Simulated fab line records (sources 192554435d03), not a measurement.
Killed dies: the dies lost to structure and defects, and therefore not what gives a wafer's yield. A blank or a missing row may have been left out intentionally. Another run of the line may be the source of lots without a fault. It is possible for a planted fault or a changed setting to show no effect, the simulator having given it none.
fab line records	flow n5_finfet
[record] lots = 5	wafers = 14	last_day = 17
route steps=1938 shown BEOL_M4@1058 PASSIVATION@1936
lots untouched by any fault: they come from a run of this same line in which no faults occurred
start_h: hours from the record's first day to the start of the lot's first wafer shown	wait_h: hours since the lot's step before	" unchanged from the row above	L1.1+2: a single row standing in for several wafers	- either no value or no given start	* or withheld: withheld	< > ~ a bound
route shown NAME@n: a module of which the file shows steps, and the number in the route of the first	usual: mean and standard deviation over wafers with no fault	same: alike in all rows	chamber/n: place in a boat	sites: readings site by site	_std_site: how widely they spread, as a standard deviation	_edge_site: inner sites' mean taken away from outer sites' mean	radius_mm: how far each site lies from the wafer's centre	mask NAME#n: copy n	behind: tool/chamber where the wafer was last shaped	hold: reason for holding the lot/hours on hold/outcome of the hold	device: the transistor (n, p or np) that didn't switch	end of line: the tests these same wafers got at the end of their route	for a step that has no rows: nothing shown but its recipe	killed: at the first sort, the dies lost to defects and structure; wafer yield is something else	map: a wafer's dies, x killed, . not, _ none there
set.NAME: the setting the step ran with; set.NAME@STEP: the setting that earlier step ran with	model.NAME: the simulator's own value behind a step, which no gauge read
a table for each step, a row for each wafer; lots at some steps of the route
services: from which hour (start_h, from the record's first day; less than 0 if before it) a tool's chamber was out of use, for how many hours, and why
[[steps]]
[step N5_BEOL_M4_INSPECT_30]
[recipe] mode = adi	inspect_instrument = brightfield
[usual] raw_defect_count = 423/84
lot.wafer	tool	chamber	start_h	wait_h	raw_defect_count
L246.2	defect_inspect-01	-	161.73	0.0	350
L246.4	"	-	"	"	331
L246.6	"	-	"	"	479
L253.2	defect_inspect-01	-	214.04	0.0	342
L253.4	"	-	"	"	396
L253.5	"	-	"	"	451
L257.2	defect_inspect-02	-	229.64	0.0	485
L257.5	"	-	"	"	456
L257.6	"	-	"	"	406
L258.1	defect_inspect-02	-	230.75	0.1	415
L258.4	"	-	"	"	367
L258.5	"	-	"	"	396
L265.3	defect_inspect-01	-	292.26	0.0	424
L265.4	"	-	"	"	422
[step N5_BEOL_M4_DESCUM_33]
[recipe] chemistry = O2	time_s = 7	source_power_w = 50	bias_power_w = 20	pressure_mtorr = 20	rf_frequency_hz = 2.712e+07	temp_c = 40	resist = CAR-EUV	o2_flow_sccm = 225
[step N5_BEOL_M4_ETCH_77]
[recipe] chemistry = N2/H2	target = underlayer	target_depth_a = 65	mask_material = CAR-EUV	time_s = 5.2	ion_energy_ev = 200	pressure_mtorr = 30	source_w = 840	bias_w = 150	n2_flow_sccm = 200	h2_flow_sccm = 200	ends = cleared
[step N5_BEOL_M4_ETCH_69]
[recipe] chemistry = CF4	target = SiARC	target_depth_a = 156	mask_material = CAR-EUV	time_s = 26	ion_energy_ev = 80	pressure_mtorr = 40	source_w = 545	bias_w = 36	Ar_flow_sccm = 100	cf4_flow_sccm = 100	ends = cleared
[step N5_BEOL_M4_ALD_98]
[recipe] material = SiO2	target_thk_a = 25	temp_c = 100	ald_precursor_family = BDEAS	ald_co_reactant = O2-plasma	pulse_time_s = 1	co_reactant_pulse_time_s = 1	purge_time_s = 2	co_reactant_purge_time_s = 2	ald_cycles = 17	pressure_torr = 2
[step N5_BEOL_M4_ETCHBACK_99]
[recipe] chemistry = CHF3	target = SiO2	target_depth_a = 50	time_s = 10.4	source_w = 215	bias_w = 47	Ar_flow_sccm = 200	CHF3_flow_sccm = 12	ion_energy_ev = 100	pressure_mtorr = 30
[step N5_BEOL_M4_ETCH_70]
[recipe] chemistry = N2/H2	target = SOC	target_depth_a = 800	overetch_a = 240	mask_material = SiARC	temp_c = 40	time_s = 130	ion_energy_ev = 200	pressure_mtorr = 30	source_w = 840	bias_w = 150	n2_flow_sccm = 200	h2_flow_sccm = 200
[step N5_BEOL_M4_STRIP_71]
[recipe] chemistry = N2/H2	temp_c = 40	n2_flow_sccm = 200	h2_flow_sccm = 200	rf_frequency_hz = 6e+07
[step N5_BEOL_M4_STRIP_78]
[recipe] chemistry = N2/H2	temp_c = 40	n2_flow_sccm = 200	h2_flow_sccm = 200	rf_frequency_hz = 6e+07
[step N5_BEOL_M4_VIA_ETCH_34]
[recipe] chemistry = C4F6/O2	target_depth_a = 694	mask_material = SOC	pressure_mtorr = 15	ion_energy_ev = 250	taper_deg = 4	time_s = 65.9	source_w = 350	bias_w = 170	Ar_flow_sccm = 300	C4F6_flow_sccm = 10	O2_flow_sccm = 10
[step N5_BEOL_M4_STRIP_83]
[recipe] chemistry = C4F6/O2	resist = SiARC	rf_frequency_hz = 6e+07
[step N5_BEOL_M4_STRIP_36]
[recipe] chemistry = N2/H2	power_w = 450	temp_c = 40	pressure_mtorr = 20	rf_frequency_hz = 6e+07	overash_fraction = 0.3	bias_power_w = 7	h2_frac = 0.5	n2_flow_sccm = 200	h2_flow_sccm = 200
[step N5_BEOL_M4_TRENCH_ETCH_37]
[recipe] chemistry = C4F6/O2	target_depth_a = 555.55	target = SiOC	time_s = 29.2	ion_energy_ev = 250	pressure_mtorr = 30	source_w = 355	bias_w = 185	Ar_flow_sccm = 300	C4F6_flow_sccm = 10	O2_flow_sccm = 10
[usual] C4F6_flow_sccm = 10.00/0.032	drypump_motor_current_A = 5.7/0.56	oes_product_au = 0.81/0.083	rf_vpp_V = 660/11	showerhead_plenum_p_Torr = 2.78/0.076	throttle_valve_pct = 20.89/0.24
lot.wafer	tool	chamber	start_h	wait_h	C4F6_flow_sccm	drypump_motor_current_A	oes_product_au	rf_hours_counter_h	rf_vpp_V	showerhead_plenum_p_Torr	throttle_valve_pct	model.BEOL_M4.feature_depth_nm	model.etch.depth_nm	model.TiN_of_BEOL_M4_HM_DEP_02.thk_nm
L246.2	rie_diel-06	0	165.03	-	9.99	5.1	0.83	57	671	2.80	20.96	54.2	54.13	17.4
L246.4	"	3	"	"	9.93	6.7	0.96	6	656	2.79	20.78	54	54.06	17.8
L246.6	"	1	"	"	10.02	4.9	0.82	-	674	2.76	20.86	55.4	55.44	18
L253.2	rie_diel-06	2	215.47	-	9.99	5.4	0.70	236	652	2.70	21.13	54	54.06	17.2
L253.4	"	0	"	"	9.99	5.2	0.82	75	672	2.79	20.98	54.6	54.51	17.4
L253.5	"	2	"	"	10.03	5.4	0.69	-	652	2.70	21.12	53.4	53.32	17.8
L257.2	rie_diel-06	2	232.25	-	10.00	5.4	0.69	241	652	2.70	21.14	53.6	53.62	17.6
L257.5	"	3	"	"	9.99	6.7	0.91	-	657	2.78	20.79	54.6	54.53	17.6
L257.6	"	2	"	"	10.06	5.4	0.69	-	651	2.70	21.13	53.2	53.25	17.6
L258.1	rie_diel-04	0	232.75	-	9.97	5.5	0.74	153	659	2.72	20.84	55	54.92	18.2
L258.4	"	1	"	"	10.08	6.1	0.84	69	650	2.76	20.59	56.4	56.49	18
L258.5	"	2	"	"	10.04	5.9	0.67	-	650	2.81	21.13	54.4	54.43	18.2
L265.3	rie_diel-04	2	296.90	-	10.02	5.9	1.12	11	649	2.81	20.82	75.8	75.72	16.8
L265.4	"	1	"	"	9.99	6.2	0.82	91	649	2.75	20.62	57.6	57.68	17.8
[step N5_BEOL_M4_ETCH_41]
[recipe] chemistry = CH3F/O2	target = SiCN	target_depth_a = 299	taper_deg = 2	time_s = 52.5	ion_energy_ev = 120	mask_material = TiN	pressure_mtorr = 30	source_w = 395	bias_w = 75	Ar_flow_sccm = 150	CH3F_flow_sccm = 30	O2_flow_sccm = 20
[step N5_BEOL_M4_STRIP_97]
[recipe] chemistry = N2/H2	time_s = 10	power_w = 450	temp_c = 40	pressure_mtorr = 20	rf_frequency_hz = 6e+07	bias_power_w = 7	n2_flow_sccm = 200	h2_flow_sccm = 200
[step N5_BEOL_M4_OCD_MEAS_38]
[usual] trench_depth_nm = 55.6/1.2
lot.wafer	tool	chamber	start_h	wait_h	trench_depth_nm
L246.2	ocd-01	-	165.18	-	53.4
L246.4	"	-	"	"	54.3
L246.6	"	-	"	"	55.7
L253.2	ocd-01	-	215.63	-	53.7
L253.4	"	-	"	"	54.8
L253.5	"	-	"	"	53.4
L257.2	ocd-02	-	232.42	-	53.8
L257.5	"	-	"	"	54.2
L257.6	"	-	"	"	53.1
L258.1	ocd-01	-	232.91	-	54.9
L258.4	"	-	"	"	56.5
L258.5	"	-	"	"	54.3
L265.3	ocd-01	-	297.06	-	76.2
L265.4	"	-	"	"	58.0
[step N5_BEOL_M4_HM_STRIP_39]
[recipe] chemistry = peroxide_tin_strip	material = TiN	target_depth_a = 250	temp_c = 50	time_s = 158
[step N5_BEOL_M4_SRD_40]
[recipe] time_s = 30	temp_c = 23	rinse_liquid = diw	dry = ipa_marangoni
[step N5_BEOL_M4_PRECLEAN_42]
[recipe] chemistry = residue_remover	time_s = 60	temp_c = 40
[step N5_BEOL_M4_SRD_43]
[recipe] time_s = 30	temp_c = 23	rinse_liquid = diw	dry = ipa_marangoni
[step N5_BEOL_M4_CD_MEAS_35]
[recipe] target_cd_nm = 18	target_cd_y_nm = 22.4	polarity = opening
[usual] cd_nm = 18.0/0.34
lot.wafer	tool	chamber	start_h	wait_h	cd_nm
L246.2	cd_sem-01	-	165.34	0.0	18.2
L246.4	"	-	"	"	17.9
L246.6	"	-	"	"	17.4
L253.2	cd_sem-03	-	215.78	0.0	17.8
L253.4	"	-	"	"	18.2
L253.5	"	-	"	"	17.4
L257.2	cd_sem-03	-	232.58	0.0	17.9
L257.5	"	-	"	"	18.1
L257.6	"	-	"	"	18.2
L258.1	cd_sem-02	-	233.06	0.0	18.7
L258.4	"	-	"	"	18.0
L258.5	"	-	"	"	18.3
L265.3	cd_sem-02	-	297.21	0.0	18.6
L265.4	"	-	"	"	18.0
[step N5_BEOL_M4_DEGAS_44]
[recipe] ambient = vacuum	temp_c = 250	time_s = 60
[step N5_BEOL_M4_PRE_CLEAN_45]
[recipe] gas = H2/He	time_s = 30	temp_c = 250
[step N5_BEOL_M4_ALD_84]
[recipe] material = TaN	target_thk_a = *	temp_c = 275	ald_precursor_family = PDMAT	ald_co_reactant = NH3	pressure_torr = 3	carrier_flow_sccm = 1500	pulse_time_s = 2	purge_time_s = 3	co_reactant_purge_time_s = 2	co_reactant_pulse_time_s = 3	ald_cycles = 30	precursor_vessel_temp_c = 75	precursor_vessel_pressure_torr = 26.25	precursor_vessel_carrier_sccm = 1000
[step N5_BEOL_M4_SURFACE_TREAT_85]
[recipe] gas = Ar	time_s = *	ion_energy_ev = *	ion_current_ma_cm2 = 0.5	pressure_mtorr = *	ar_flow_sccm = 30
[step N5_BEOL_M4_CVD_47]
[recipe] material = Co	target_thk_a = 30	temp_c = withheld	precursor = CCTBA/H2	pressure_torr = 30	time_s = 223.8
[step N5_BEOL_M4_SPUTTER_48]
[recipe] material = Cu	target_thk_a = 45	temp_c = -20	chamber_pressure_pa = 0.07	power_w = withheld	time_s = 8.29
[usual] throttle_valve_pct = 30.3/0.66
lot.wafer	tool	chamber	start_h	wait_h	throttle_valve_pct
L246.2	pvd_sputter-03	-	166.44	0.1	31.6
L246.4	"	-	"	"	30.2
L246.6	"	-	"	"	31.6
L253.2	pvd_sputter-01	-	217.05	0.1	30.3
L253.4	"	-	"	"	30.2
L253.5	"	-	"	"	29.8
L257.2	pvd_sputter-02	-	235.20	1.8	30.4
L257.5	"	-	"	"	31.4
L257.6	"	-	"	"	30.4
L258.1	pvd_sputter-03	-	235.42	0.1	29.6
L258.4	"	-	"	"	29.5
L258.5	"	-	"	"	29.6
L265.3	pvd_sputter-02	-	298.20	0.2	31.5
L265.4	"	-	"	"	29.9
[step N5_BEOL_M4_ANNEAL_49]
[recipe] temp_c = 400	time_s = 240	ambient = vacuum
[step N5_BEOL_M4_SPUTTER_79]
[recipe] material = Cu	target_thk_a = 45	temp_c = -20	chamber_pressure_pa = 0.07	power_w = withheld	time_s = 8.29
[step N5_BEOL_M4_ANNEAL_80]
[recipe] temp_c = 400	time_s = 240	ambient = vacuum
[usual] heater_power_w = 824/100
lot.wafer	tool	chamber	start_h	wait_h	heater_power_w
L246.2	pvd_sputter-03	-	166.74	0.0	675
L246.4	"	-	"	"	796
L246.6	"	-	"	"	688
L253.2	pvd_sputter-01	-	217.35	0.0	956
L253.4	"	-	"	"	783
L253.5	"	-	"	"	993
L257.2	pvd_sputter-02	-	235.50	0.0	969
L257.5	"	-	"	"	784
L257.6	"	-	"	"	1007
L258.1	pvd_sputter-03	-	235.72	0.0	984
L258.4	"	-	"	"	915
L258.5	"	-	"	"	960
L265.3	pvd_sputter-02	-	298.50	0.0	793
L265.4	"	-	"	"	704
[step N5_BEOL_M4_SPUTTER_81]
[recipe] material = Cu	target_thk_a = 45	temp_c = -20	chamber_pressure_pa = 0.07	power_w = withheld	time_s = 8.29
[step N5_BEOL_M4_ANNEAL_82]
[recipe] temp_c = 400	time_s = 240	ambient = vacuum
[step N5_BEOL_M4_SPUTTER_86]
[recipe] material = Cu	target_thk_a = 45	temp_c = -20	chamber_pressure_pa = 0.07	power_w = withheld	time_s = 8.29
[usual] throttle_valve_pct = 30.3/0.65
lot.wafer	tool	chamber	start_h	wait_h	throttle_valve_pct
L246.2	pvd_sputter-03	-	167.10	0.1	31.8
L246.4	"	-	"	"	30.1
L246.6	"	-	"	"	31.7
L253.2	pvd_sputter-01	-	217.71	0.1	29.9
L253.4	"	-	"	"	30.2
L253.5	"	-	"	"	30.3
L257.2	pvd_sputter-02	-	235.86	0.1	30.5
L257.5	"	-	"	"	31.7
L257.6	"	-	"	"	30.4
L258.1	pvd_sputter-03	-	236.08	0.1	29.6
L258.4	"	-	"	"	29.9
L258.5	"	-	"	"	29.5
L265.3	pvd_sputter-02	-	298.86	0.1	31.3
L265.4	"	-	"	"	30.1
[step N5_BEOL_M4_ANNEAL_87]
[recipe] temp_c = 400	time_s = 240	ambient = vacuum
[step N5_BEOL_M4_SPUTTER_88]
[recipe] material = Cu	target_thk_a = 45	temp_c = -20	chamber_pressure_pa = 0.07	power_w = withheld	time_s = 8.29
[usual] throttle_valve_pct = 30.3/0.65
lot.wafer	tool	chamber	start_h	wait_h	throttle_valve_pct
L246.2	pvd_sputter-03	-	167.32	0.1	31.7
L246.4	"	-	"	"	30.3
L246.6	"	-	"	"	31.6
L253.2	pvd_sputter-01	-	217.93	0.1	30.1
L253.4	"	-	"	"	30.4
L253.5	"	-	"	"	30.2
L257.2	pvd_sputter-02	-	236.08	0.1	30.4
L257.5	"	-	"	"	31.4
L257.6	"	-	"	"	30.4
L258.1	pvd_sputter-03	-	236.30	0.1	29.4
L258.4	"	-	"	"	29.7
L258.5	"	-	"	"	29.7
L265.3	pvd_sputter-02	-	299.08	0.1	31.3
L265.4	"	-	"	"	30.3
[step N5_BEOL_M4_ANNEAL_89]
[recipe] temp_c = 400	time_s = 240	ambient = vacuum
[step N5_BEOL_M4_SPUTTER_90]
[recipe] material = Cu	target_thk_a = 45	temp_c = -20	chamber_pressure_pa = 0.07	power_w = withheld	time_s = 8.29
[step N5_BEOL_M4_ANNEAL_91]
[recipe] temp_c = 400	time_s = 240	ambient = vacuum
[step N5_BEOL_M4_SPUTTER_92]
[recipe] material = Cu	target_thk_a = 45	temp_c = -20	chamber_pressure_pa = 0.07	power_w = withheld	time_s = 8.29
[step N5_BEOL_M4_ANNEAL_93]
[recipe] temp_c = 400	time_s = 240	ambient = vacuum
[step N5_BEOL_M4_SPUTTER_94]
[recipe] material = Cu	target_thk_a = 45	temp_c = -20	chamber_pressure_pa = 0.07	power_w = withheld	time_s = 8.29
[step N5_BEOL_M4_ANNEAL_95]
[recipe] temp_c = 400	time_s = 240	ambient = vacuum
[usual] heater_power_w = 825/110
lot.wafer	tool	chamber	start_h	wait_h	heater_power_w
L246.2	pvd_sputter-03	-	168.06	0.0	688
L246.4	"	-	"	"	831
L246.6	"	-	"	"	681
L253.2	pvd_sputter-01	-	218.67	0.0	974
L253.4	"	-	"	"	823
L253.5	"	-	"	"	1000
L257.2	pvd_sputter-02	-	236.82	0.0	976
L257.5	"	-	"	"	806
L257.6	"	-	"	"	1000
L258.1	pvd_sputter-03	-	237.04	0.0	988
L258.4	"	-	"	"	948
L258.5	"	-	"	"	988
L265.3	pvd_sputter-02	-	299.82	0.0	783
L265.4	"	-	"	"	698
[step N5_BEOL_M4_CMP_52]
[recipe] stop_on = SiOC	t_overpolish_s = 6.8	down_force_psi = 1	platen_rpm = 50	clearing_platen_down_force_psi = 1.5	clearing_platen_rpm = 50	post_cmp_clean = cu_alkaline	target_thk_nm = 40	clearing_platen_pad_velocity_m_s = 0.99484	pad_velocity_m_s = 0.99484
[usual] barrier_field_endpoint_s = 24.4/0.68	edge_zone_pressure_frac = 1.000/0.0049	motor_current_A = 5.8/0.72	overpolish_run_s = 6.800/0.0086	time_to_endpoint_s = 61.1/3
lot.wafer	tool	chamber	start_h	wait_h	barrier_field_endpoint_s	edge_zone_pressure_frac	motor_current_A	overpolish_run_s	time_to_endpoint_s	model.Cu_of_BEOL_M4_ECD_50.thk_nm
L246.2	cmp-02	0	168.73	0.2	23.6	1.001	5.4	6.802	57.7	37.8
L246.4	"	2	"	"	24.7	0.992	6.1	6.811	62.5	37.2
L246.6	"	0	"	"	25.1	1.006	5.2	6.813	60.8	39.6
L253.4	cmp-02	2	219.34	0.2	24.1	0.998	6.0	6.821	56.5	36.4
L253.2	"	0	"	"	23.7	0.991	5.5	6.806	60.8	37.2
L253.5	"	2	"	"	23.8	0.996	5.8	6.794	58.4	35.4
L257.2	cmp-04	1	237.53	0.3	24.4	0.999	6.5	6.788	62.6	38.4
L257.6	"	3	"	"	24.9	1.000	4.5	6.786	62.3	36.8
L257.5	"	0	"	"	25.1	0.993	5.4	6.787	62.6	39.8
L258.4	cmp-02	0	237.71	0.2	23.6	1.002	5.5	6.795	55.1	40.6
L258.1	"	1	"	"	24.0	1.001	5.9	6.802	58.7	38
L258.5	"	3	"	"	23.9	0.985	6.0	6.802	53.9	38.2
L265.4	cmp-04	0	300.46	0.1	25.3	1.006	5.6	6.802	60.5	42.6
L265.3	"	1	"	"	25.0	1.003	6.9	6.801	59.3	59.6
[step N5_BEOL_M4_THK_MEAS_53]
[recipe] thk_meas_gauge = xrf	reads = Cu_of_BEOL_M4_ECD_50
[usual] M4_THK = 39.4/1.7
lot.wafer	tool	chamber	start_h	wait_h	M4_THK[nm]
L246.2	film_metro-01	-	168.99	-	37.3
L246.4	"	-	"	"	37.0
L246.6	"	-	"	"	39.0
L253.2	film_metro-02	-	219.59	-	37.1
L253.4	"	-	"	"	36.1
L253.5	"	-	"	"	35.3
L257.2	film_metro-01	-	237.74	-	37.9
L257.5	"	-	"	"	39.0
L257.6	"	-	"	"	36.5
L258.1	film_metro-02	-	237.97	-	38.1
L258.4	"	-	"	"	40.4
L258.5	"	-	"	"	38.3
L265.3	film_metro-02	-	300.75	-	59.6
L265.4	"	-	"	"	42.5
[step N5_BEOL_M4_RS_MEAS_58]
[recipe] thk_meas_gauge = four-point-probe	reads = Co_of_BEOL_M4_CO_CAP_55+Cu_of_BEOL_M4_ECD_50+Co_of_BEOL_M4_CVD_47+TaN_of_BEOL_M4_ALD_84
[usual] M4_RS = 0.68/0.037
lot.wafer	tool	chamber	start_h	wait_h	M4_RS[ohm/sq]
L246.2	film_metro-02	-	169.25	0.1	0.72
L246.4	"	-	"	"	0.73
L246.6	"	-	"	"	0.68
L253.2	film_metro-02	-	219.91	0.1	0.73
L253.4	"	-	"	"	0.76
L253.5	"	-	"	"	0.79
L257.2	film_metro-01	-	238.01	0.1	0.70
L257.5	"	-	"	"	0.67
L257.6	"	-	"	"	0.75
L258.1	film_metro-02	-	238.24	0.1	0.72
L258.4	"	-	"	"	0.66
L258.5	"	-	"	"	0.71
L265.3	film_metro-01	-	301.06	0.1	0.41
L265.4	"	-	"	"	0.62
[step N5_BEOL_M4_RC_MEAS_101]
[usual] DIBL_N = 36.0/1.6	DIBL_P = 36.1/2	IOFF_N = 0.160/0.029	IOFF_P = 0.21/0.039	ION_N = 675/13	ION_P = 464/8.8	SERP_M4 = 197/17	SERP_M4_max_site = 211/19	SS_N = 71.5/0.58	SS_P = 73.3/0.65	VT_N = 250/3.3	VT_P = -249/3.6
lot.wafer	tool	chamber	start_h	wait_h	DIBL_N[mV/V]	DIBL_P[mV/V]	IOFF_N[nA/um]	IOFF_P[nA/um]	ION_N[uA/um]	ION_P[uA/um]	SERP_M4[ohm/um]	SERP_M4_max_site[ohm/um]	SS_N[mV/dec]	SS_P[mV/dec]	VT_N[mV]	VT_P[mV]
L246.2	prober-01	0	169.45	0.2	35.3	33.5	0.136	0.19	666	457	194	207	71.1	72.9	254	-250
L246.4	"	0	"	"	35.9	33.5	0.140	0.19	665	456	219	235	72.1	73.3	254	-250
L246.6	"	0	"	"	35.9	34.1	0.144	0.20	656	456	220	226	71.2	73.1	250	-250
L253.2	prober-01	0	220.12	0.2	37.2	38.4	0.187	0.22	691	466	206	218	71.3	73.4	248	-250
L253.4	"	0	"	"	34.9	36.0	0.141	0.19	660	454	203	214	71.3	72.4	252	-254
L253.5	"	0	"	"	35.6	36.9	0.153	0.20	671	463	241	260	70.6	73.3	250	-252
L257.2	prober-02	0	238.21	0.2	36.3	34.7	0.160	0.19	676	458	186	195	70.9	73.1	249	-252
L257.5	"	0	"	"	37.9	36.9	0.190	0.22	684	467	180	188	71.4	73.5	246	-250
L257.6	"	0	"	"	35.0	33.2	0.136	0.18	682	465	187	198	70.9	72.7	253	-253
L258.1	prober-01	0	238.30	0.0	34.3	33.0	0.147	0.19	674	464	187	194	71.0	73.0	250	-248
L258.4	"	0	"	"	37.4	37.6	0.204	0.28	685	472	185	204	72.0	73.3	246	-245
L258.5	"	0	"	"	35.2	35.4	0.157	0.21	670	460	197	203	70.6	73.1	247	-248
L265.3	prober-02	0	301.42	0.3	38.4	37.8	0.198	0.25	692	474	121	127	72.1	73.9	246	-244
L265.4	"	0	"	"	35.6	35.3	0.143	0.20	681	472	195	209	71.6	72.9	248	-249
// sites SERP_M4 radius_mm=0,75,75,75,75,140,140,140,140
L246.2 187 192 193 188 201 203 194 207 202
L253.2 211 210 218 206 209 192 192 199 203
L257.2 181 192 189 178 181 195 185 186 189
L258.1 190 187 182 193 190 182 186 194 173
L265.3 120 120 121 121 119 126 125 127 122
[step N5_PASSIVATION_PROBE_49]
[usual] defect_limited_yield = 91.0/1.3	killed_at_M0_to_M3 = 36/9.5	killed_at_M4_up = 14/5.6	killed_at_contacts = 12/6.4	killed_at_front_end = 40/10	killed_at_other = 3.2/3	killed_dies = 107/15	killed_open = 69/12	killed_short = 35/7.7	sort_bin_5_function = 5.3/0.91	sort_bin_6_memory = 3.3/0.65	sort_bin_8_speed = 0.00/0.012	sort_n_pass = 1073/15	sort_yield_pct = 91.0/1.3
[same] gross_dies = 1180	killed_at_back_side = 0	sort_bin_4_leakage[%] = 0
lot.wafer	tool	chamber	start_h	wait_h	defect_limited_yield[%]	killed_at_M0_to_M3	killed_at_M4_up	killed_at_contacts	killed_at_front_end	killed_at_other	killed_dies	killed_open	killed_short	sort_bin_5_function[%]	sort_bin_6_memory[%]	sort_bin_8_speed[%]	sort_n_pass	sort_yield_pct[%]
L246.2	prober-01	-	273.04	0.1	88.1	48	17	3	72	1	141	106	27	6.9	4.2	0	1039	88.1
L246.4	prober-01	-	273.14	0.2	90.0	35	18	12	48	5	118	74	44	5.3	4.3	0	1062	90.0
L246.6	prober-01	-	273.24	0.3	90.2	52	8	9	43	4	116	88	23	5.3	4.1	0	1064	90.2
L257.2	prober-02	-	347.39	0.1	92.2	20	13	10	45	4	92	57	30	4.2	3.1	0	1088	92.2
L257.5	prober-02	-	347.54	0.2	92.3	30	9	6	34	12	91	48	37	3.5	3.6	0	1089	92.3
L257.6	prober-02	-	347.59	0.3	91.3	29	14	6	48	6	103	62	39	5.3	3.2	0	1077	91.3
L258.4	prober-02	-	354.76	0.2	89.3	36	16	22	48	4	126	82	37	6.1	4.4	0	1054	89.3
L265.3	prober-01	-	405.40	0.1	91.2	44	12	11	34	3	104	59	44	5.7	2.5	0	1076	91.2
L265.4	prober-01	-	405.45	0.2	92.3	31	8	4	39	9	91	57	32	4.5	3.1	0	1089	92.3
// killed by level:class
L246.2 STI_FIN_REVEAL:geometric_particle:open=29 BEOL_M1:geometric_particle:open=16 FIN_SAQP:geometric_particle:open=14 BEOL_M2:geometric_particle:open=7 BEOL_M0:geometric_particle:open=7 BEOL_M4:geometric_particle:open=7 HKMG_FIN:area_etch=7 STI_FIN_REVEAL:geometric_particle:short=6
L246.4 STI_FIN_REVEAL:geometric_particle:open=18 BEOL_M0_SAQP:geometric_particle:short=11 MOL_CONTACT_COAG:geometric_particle:open=8 FIN_SAQP:geometric_particle:open=7 BEOL_M0_SAQP:geometric_particle:open=7 BEOL_M4:geometric_particle:open=7 STI_FIN_REVEAL:geometric_particle:short=6 DUMMY_GATE:geometric_particle:open=6
L246.6 BEOL_M1:geometric_particle:open=13 STI_FIN_REVEAL:geometric_particle:open=11 BEOL_M2:geometric_particle:open=11 FIN_SAQP:geometric_particle:open=10 BEOL_M3:geometric_particle:open=9 MOL_CONTACT_COAG:geometric_particle:open=7 BEOL_M0_SAQP:geometric_particle:open=7 HKMG_FIN:area_etch=5
L257.2 FIN_SAQP:geometric_particle:open=15 FIN_SAQP:geometric_particle:short=15 MOL_CONTACT_COAG:geometric_particle:open=9 BEOL_M4:geometric_particle:open=7 BEOL_M0_SAQP:geometric_particle:open=5 DUMMY_GATE:geometric_particle:open=4 BEOL_M3:geometric_particle:open=4 ILD0:geometric_particle:open=3
L257.5 BEOL_M0_SAQP:geometric_particle:short=10 BEOL_M0_SAQP:geometric_particle:open=9 PAD_METAL:geometric_particle:short=8 MOL_CONTACT_COAG:geometric_particle:open=6 FIN_SAQP:geometric_particle:short=6 STI_FIN_REVEAL:geometric_particle:open=6 HKMG_FIN:area_etch=6 BEOL_M2:geometric_particle:open=5
L257.6 BEOL_M2:geometric_particle:open=8 FIN_SAQP:geometric_particle:short=7 STI_FIN_REVEAL:geometric_particle:open=7 BEOL_M0_SAQP:geometric_particle:short=7 BEOL_M3:geometric_particle:open=6 FIN_SAQP:geometric_particle:open=5 MOL_CONTACT_COAG:geometric_particle:open=5 BEOL_M4:geometric_particle:open=5
L258.4 MOL_CONTACT_COAG:geometric_particle:open=15 STI_FIN_REVEAL:geometric_particle:open=13 BEOL_M3:geometric_particle:open=13 MOL_CONTACT_COAG:geometric_particle:short=7 BEOL_M4:geometric_particle:open=7 STARTING-WAFER:geometric_particle:open=6 DUMMY_GATE:geometric_particle:open=5 GATE_CUT:geometric_particle:open=5
L265.3 BEOL_M0_SAQP:geometric_particle:short=11 FIN_SAQP:geometric_particle:short=8 BEOL_M0_SAQP:geometric_particle:open=7 BEOL_M3:geometric_particle:open=7 GATE_CUT:geometric_particle:short=7 MOL_CONTACT_COAG:geometric_particle:open=6 BEOL_M1:geometric_particle:open=6 FIN_SAQP:geometric_particle:open=5
L265.4 FIN_SAQP:geometric_particle:short=8 BEOL_M3:geometric_particle:open=7 FIN_SAQP:geometric_particle:open=6 BEOL_M1:geometric_particle:open=6 GATE_CUT:geometric_particle:open=5 BEOL_M0_SAQP:geometric_particle:short=5 GATE_CUT:geometric_particle:short=4 ILD0:geometric_particle:open=4
[[services]]
tool	chamber	start_h	hours	kind
rie_diel-04	0	148.13	8.1	repair
pvd_sputter-03	-	149.66	0.9	repair
cmp-04	-	159.73	1.9	repair
cmp-02	-	199.17	2.7	repair
cmp-04	-	233.51	0.4	repair
rie_diel-04	2	239.29	-	clean
rie_diel-04	2	239.29	-	consumable_replace:focus_ring
rie_diel-04	2	239.29	25.0	scheduled_down
rie_diel-04	2	239.29	25.0	vent_cycle
cmp-04	-	239.57	4.0	pm
rie_diel-06	2	243.08	8.3	repair
cmp-04	-	243.57	-	consumable_replace:conditioner
cmp-04	-	243.57	-	consumable_replace:pad
cmp-02	-	243.57	6.4	pm
pvd_sputter-01	-	265.37	5.6	repair
cmp-04	-	265.77	0.9	repair
rie_diel-06	2	268.31	-	clean
rie_diel-06	2	268.31	-	consumable_replace:focus_ring
rie_diel-06	2	268.31	-	consumable_replace:showerhead
rie_diel-06	2	268.31	28.1	scheduled_down
rie_diel-06	2	268.31	28.1	vent_cycle
cmp-02	-	280.02	0.6	repair
rie_diel-04	3	281.53	2.6	repair
[[key]]
[first_sign] step = N5_BEOL_M4_TRENCH_ETCH_37	reading = oes_product_au	direction = up	sigmas = 3.8	usual = 0.81	struck = 1.12
[effect] step = N5_BEOL_M4_OCD_MEAS_38	reading = trench_depth_nm	direction = up	sigmas = 17	usual = 55.6	struck = 76.2
[effect] step = N5_BEOL_M4_THK_MEAS_53	reading = M4_THK	direction = up	sigmas = 12	usual = 39.4	struck = 59.6
[effect] step = N5_BEOL_M4_RS_MEAS_58	reading = M4_RS	direction = down	sigmas = 7.5	usual = 0.68	struck = 0.41
[effect] step = N5_BEOL_M4_RC_MEAS_101	reading = SERP_M4	direction = down	sigmas = 4.6	usual = 197	struck = 121
[effect] step = N5_BEOL_M4_RC_MEAS_101	reading = SERP_M4_max_site	direction = down	sigmas = 4.3	usual = 211	struck = 127
[model_effect] step = N5_BEOL_M4_TRENCH_ETCH_37	value = BEOL_M4.feature_depth_nm	without = 57.6	struck = 75.8
[model_effect] step = N5_BEOL_M4_CMP_52	value = Cu_of_BEOL_M4_ECD_50.thk_nm	without = 41.4	struck = 59.6
met_at N5_BEOL_M4_TRENCH_ETCH_37
struck_wafers L265.3
onset_between 232.75 296.90
[fault] kind = process_parameter_drift	tool = rie_diel-04	chamber = -	onset_h = 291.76	steps = N5_BEOL_M4_TRENCH_ETCH_37	channel = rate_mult	offset = 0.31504	shape = step	end_h = 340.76	scope = struck_wafers_only
